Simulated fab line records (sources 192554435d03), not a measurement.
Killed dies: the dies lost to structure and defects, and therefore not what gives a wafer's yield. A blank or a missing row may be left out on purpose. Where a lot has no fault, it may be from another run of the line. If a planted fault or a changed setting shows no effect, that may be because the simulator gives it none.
fab line records	flow n5_finfet	part 2 of 2: steps 20 to 24 of 24
[record] lots = 5	wafers = 15	last_day = 18
route steps=1938 shown BEOL_M2@868
lots that met no fault: taken from a fault-free run of the same line
start_h: the number of hours between the record's first day and the start of the first shown wafer of the lot	wait_h: time in hours since the lot's previous step	" as in the row above	L1.1+2: several wafers, shown together as one row	- no value present, or no start provided	* or withheld: withheld	< > ~ a bound
route shown NAME@n: a module of which the file shows steps, and the number in the route of the first	usual: average and standard deviation across the fault-free wafers	same: alike in all rows	chamber/n: place in a boat	sites: per-site readings	_std_site: the values' standard deviation	_edge_site: mean of outer sites minus mean of inner sites	radius_mm: how far each site lies from the wafer's centre	mask NAME#n: copy n	behind: the most recent tool/chamber to have shaped the wafer	hold: reason for holding the lot/hours on hold/outcome of the hold	device: transistor that didn't switch, given as n, p or np	end of line: the same wafers' tests at the end of the route	a step with no rows: only its recipe	killed: dies lost to structure and defects at the first sort, not the wafer's yield	map: the dies of a wafer, with x for killed, . for not killed, _ for no die there
set.NAME: the setting that was run; set.NAME@STEP: the one run at that earlier step	model.NAME: the simulator's own value behind a step, which no gauge read
lots at some steps of the route; a table a step, a row a wafer
services: the hour from which a tool's chamber was out of use, counted from the record's first day as start_h (under 0 if before that day), plus the number of hours and why
[[steps]]
[step N5_BEOL_M2_VIA_ETCH_34]
[recipe] chemistry = C4F6/O2	target_depth_a = 694	mask_material = SOC	pressure_mtorr = 15	ion_energy_ev = 250	taper_deg = 4	time_s = 65.9	source_w = 350	bias_w = 170	Ar_flow_sccm = 300	C4F6_flow_sccm = 10	O2_flow_sccm = 10
[usual] chamber_pressure_mTorr = 14.999/0.014	drypump_motor_current_A = 5.5/0.46	mfc_ar_sccm = 300.1/0.88	oes_product_au = 0.78/0.089	rf_vpp_V = 666/12	showerhead_plenum_p_Torr = 2.82/0.1	throttle_valve_pct = 30.71/0.22
lot.wafer	tool	chamber	start_h	wait_h	chamber_pressure_mTorr	drypump_motor_current_A	mfc_ar_sccm	oes_product_au	rf_hours_counter_h	rf_vpp_V	showerhead_plenum_p_Torr	throttle_valve_pct
L078.1	rie_diel-01	3	160.73	0.0	14.985	5.9	300.4	0.78	120	680	2.84	30.79
L078.2	"	1	"	"	14.975	5.1	299.1	0.72	212	657	2.72	30.94
L078.4	"	0	"	"	14.993	5.7	299.3	0.82	-	658	2.76	30.37
L080.3	rie_diel-04	1	172.26	0.0	14.974	6.2	300.8	0.72	181	669	2.83	30.87
L080.5	"	2	"	"	15.012	5.7	298.7	0.81	-	685	2.75	30.75
L080.6	"	0	"	"	14.999	5.5	300.8	0.68	-	645	2.92	30.85
L088.2	rie_diel-03	0	226.68	0.0	14.991	5.1	300.5	0.85	72	690	3.01	30.79
L088.5	"	2	"	"	14.991	6.2	299.6	0.71	-	671	2.84	31.03
L088.6	"	1	"	"	15.009	6.4	297.5	0.72	-	672	2.70	30.39
L097.1	rie_diel-04	3	271.77	0.0	15.018	5.4	299.6	0.93	30	670	2.90	30.59
L097.3	"	0	"	"	14.996	5.4	300.4	0.94	19	646	2.91	30.54
L097.5	"	2	"	"	15.020	5.7	300.7	0.78	-	683	2.74	30.83
L096.3	rie_diel-01	0	274.19	0.0	15.001	5.7	298.9	0.78	125	659	2.74	30.38
L096.5	"	3	"	"	15.011	5.9	300.5	0.74	-	680	2.82	30.84
L096.6	"	2	"	"	14.991	5.0	299.2	0.90	-	660	2.99	30.55
[step N5_BEOL_M2_STRIP_83]
[recipe] chemistry = C4F6/O2	resist = SiARC	rf_frequency_hz = 6e+07
lot.wafer	tool	chamber	start_h	wait_h
L078.1+2+4	rie_diel-01	3,1,0	160.78	0.0
L080.3+5+6	rie_diel-04	1,2,0	172.31	0.0
L088.2+5+6	rie_diel-03	0,2,1	226.73	0.0
L097.1+3+5	rie_diel-04	3,0,2	271.82	0.0
L096.3+5+6	rie_diel-01	0,3,2	274.24	0.0
[step N5_BEOL_M2_STRIP_36]
[recipe] chemistry = N2/H2	power_w = 450	temp_c = 40	pressure_mtorr = 20	rf_frequency_hz = 6e+07	overash_fraction = 0.3	bias_power_w = 7	h2_frac = 0.5	n2_flow_sccm = 200	h2_flow_sccm = 200
[usual] chamber_pressure_mTorr = 20.00/0.036	drypump_motor_current_A = 5.6/0.47	oes_product_au = 0.78/0.089	rf_vpp_V = 59.1/1.3	showerhead_plenum_p_Torr = 2.52/0.089	throttle_valve_pct = 23.63/0.26
lot.wafer	tool	chamber	start_h	wait_h	chamber_pressure_mTorr	drypump_motor_current_A	oes_product_au	rf_hours_counter_h	rf_vpp_V	showerhead_plenum_p_Torr	throttle_valve_pct
L078.1	rie_diel-01	3	160.79	0.0	19.96	5.9	0.76	120	59.5	2.55	23.91
L078.2	"	1	"	"	20.08	5.1	0.70	213	58.8	2.43	23.92
L078.4	"	0	"	"	20.00	5.7	0.83	-	59.0	2.46	23.35
L080.3	rie_diel-04	1	172.32	0.0	20.02	6.3	0.71	181	60.6	2.55	23.93
L080.5	"	2	"	"	20.01	5.7	0.80	-	59.1	2.46	23.78
L080.6	"	0	"	"	20.00	5.5	0.68	-	57.5	2.61	23.55
L088.2	rie_diel-03	0	226.74	0.0	19.98	5.1	0.86	72	59.2	2.69	23.49
L088.5	"	2	"	"	20.05	6.2	0.70	-	57.8	2.51	23.61
L088.6	"	1	"	"	20.01	6.4	0.72	-	59.8	2.43	23.58
L097.1	rie_diel-04	3	271.83	0.0	19.98	5.4	0.91	30	59.4	2.58	23.21
L097.3	"	0	"	"	19.99	5.5	0.92	19	60.8	2.59	23.22
L097.5	"	2	"	"	20.04	5.7	0.76	-	56.1	2.44	23.88
L096.3	rie_diel-01	0	274.25	0.0	19.96	5.7	0.78	125	58.4	2.44	23.42
L096.5	"	3	"	"	20.00	5.9	0.74	-	61.2	2.53	23.96
L096.6	"	2	"	"	20.02	5.0	0.91	-	60.5	2.68	23.45
[step N5_BEOL_M2_TRENCH_ETCH_37]
[recipe] chemistry = C4F6/O2	target_depth_a = 555.55	target = SiOC	time_s = 29.2	ion_energy_ev = 250	pressure_mtorr = 30	source_w = 355	bias_w = 185	Ar_flow_sccm = 300	C4F6_flow_sccm = 10	O2_flow_sccm = 10
[usual] chamber_pressure_mTorr = 30.000/0.024	drypump_motor_current_A = 5.5/0.46	mfc_ar_sccm = 300.0/0.91	oes_product_au = 0.78/0.09	rf_vpp_V = 666/12	showerhead_plenum_p_Torr = 2.82/0.099	throttle_valve_pct = 20.86/0.19
lot.wafer	tool	chamber	start_h	wait_h	chamber_pressure_mTorr	drypump_motor_current_A	mfc_ar_sccm	oes_product_au	rf_hours_counter_h	rf_vpp_V	showerhead_plenum_p_Torr	throttle_valve_pct
L078.1	rie_diel-01	3	-	-	30.005	5.9	300.4	0.77	120	682	2.85	20.92
L078.2	"	1	"	"	29.992	5.1	298.7	0.71	213	656	2.72	21.09
L078.4	"	0	"	"	29.975	5.7	299.9	0.82	-	659	2.76	20.58
L080.3	rie_diel-04	1	-	-	30.000	6.2	298.9	0.71	181	667	2.84	20.96
L080.5	"	2	"	"	30.004	5.7	299.0	0.81	-	683	2.76	20.80
L080.6	"	0	"	"	30.037	5.4	299.8	0.68	-	645	2.92	20.90
L088.2	rie_diel-03	0	-	-	29.952	5.1	300.5	0.85	72	689	3.02	20.79
L088.5	"	2	"	"	29.952	6.2	301.6	0.71	-	672	2.85	21.04
L088.6	"	1	"	"	29.946	6.3	299.3	0.72	-	673	2.71	20.66
L097.1	rie_diel-04	3	-	-	29.970	5.4	299.2	0.92	30	668	2.91	20.68
L097.3	"	0	"	"	29.967	5.5	299.7	0.94	19	644	2.91	20.54
L097.5	"	2	"	"	29.968	5.7	300.3	0.77	-	686	2.74	20.88
L096.3	rie_diel-01	0	-	-	30.006	5.7	301.3	0.78	125	658	2.74	20.64
L096.5	"	3	"	"	30.030	5.9	301.1	0.73	-	681	2.83	20.99
L096.6	"	2	"	"	29.978	5.0	301.1	0.91	-	662	2.99	20.75
[step N5_BEOL_M2_ETCH_41]
[recipe] chemistry = CH3F/O2	target = SiCN	target_depth_a = 299	taper_deg = 2	time_s = 52.5	ion_energy_ev = 120	mask_material = TiN	pressure_mtorr = 30	source_w = 395	bias_w = 75	Ar_flow_sccm = 150	CH3F_flow_sccm = 30	O2_flow_sccm = 20
[usual] chamber_pressure_mTorr = 30.002/0.027	drypump_motor_current_A = 5.5/0.46	mfc_ar_sccm = 150.0/0.45	oes_product_au = 0.78/0.089	rf_vpp_V = 296.9/1.7	showerhead_plenum_p_Torr = 1.98/0.073	throttle_valve_pct = 16.33/0.19
lot.wafer	tool	chamber	start_h	wait_h	chamber_pressure_mTorr	drypump_motor_current_A	mfc_ar_sccm	oes_product_au	rf_hours_counter_h	rf_vpp_V	showerhead_plenum_p_Torr	throttle_valve_pct
L078.1	rie_diel-01	3	-	-	29.988	5.9	150.1	0.76	120	298.2	2.00	16.38
L078.2	"	1	"	"	29.958	5.1	149.9	0.71	213	294.5	1.90	16.55
L078.4	"	0	"	"	30.033	5.7	150.9	0.82	-	294.5	1.94	16.07
L080.3	rie_diel-04	1	-	-	30.015	6.2	149.4	0.71	181	297.0	1.99	16.41
L080.5	"	2	"	"	29.977	5.7	149.9	0.81	-	296.7	1.94	16.25
L080.6	"	0	"	"	30.009	5.4	149.4	0.68	-	298.6	2.05	16.39
L088.2	rie_diel-03	0	-	-	29.966	5.1	150.3	0.86	72	300.3	2.12	16.18
L088.5	"	2	"	"	29.998	6.2	149.8	0.71	-	295.5	2.00	16.49
L088.6	"	1	"	"	29.993	6.3	149.5	0.72	-	295.1	1.90	16.20
L097.1	rie_diel-04	3	-	-	29.981	5.4	150.5	0.92	30	297.7	2.05	16.10
L097.3	"	0	"	"	29.982	5.5	150.3	0.93	19	297.2	2.05	15.96
L097.5	"	2	"	"	30.004	5.7	150.4	0.77	-	296.0	1.92	16.34
L096.3	rie_diel-01	0	-	-	29.961	5.7	150.0	0.77	125	296.2	1.93	16.14
L096.5	"	3	"	"	30.007	5.9	150.0	0.73	-	296.8	1.99	16.46
L096.6	"	2	"	"	30.077	5.0	150.9	0.90	-	300.0	2.11	16.23
[[services]]
tool	chamber	start_h	hours	kind
rie_diel-03	3	138.36	7.2	repair
euv_scanner-02	-	147.48	4.6	pm
ald_sin-01	2	148.94	5.1	repair
euv_scanner-02	-	153.87	1.0	pm
rie_diel-04	3	166.36	-	clean
rie_diel-04	3	166.36	-	consumable_replace:esc
euv_scanner-01	-	175.33	1.0	pm
rie_diel-01	2	182.58	1.8	repair
euv_scanner-01	-	189.11	1.3	repair
ald_sin-02	3	191.89	8.4	repair
euv_scanner-01	-	200.72	12.0	pm
euv_scanner-02	-	212.72	1.0	pm
euv_scanner-01	-	231.48	1.0	pm
euv_scanner-01	-	236.57	1.0	repair
ald_sin-01	-	239.35	1.1	repair
ald_sin-02	-	239.79	6.0	pm
euv_scanner-02	-	242.11	5.8	pm
rie_diel-04	1	244.41	8.5	repair
rie_diel-03	-	245.05	0.2	repair
ald_sin-02	-	254.48	0.6	repair
ald_sin-04	0	255.73	2.8	repair
ald_sin-02	-	262.73	0.8	pm
euv_scanner-02	-	266.17	1.0	pm
ald_sin-04	-	268.25	14.0	pm
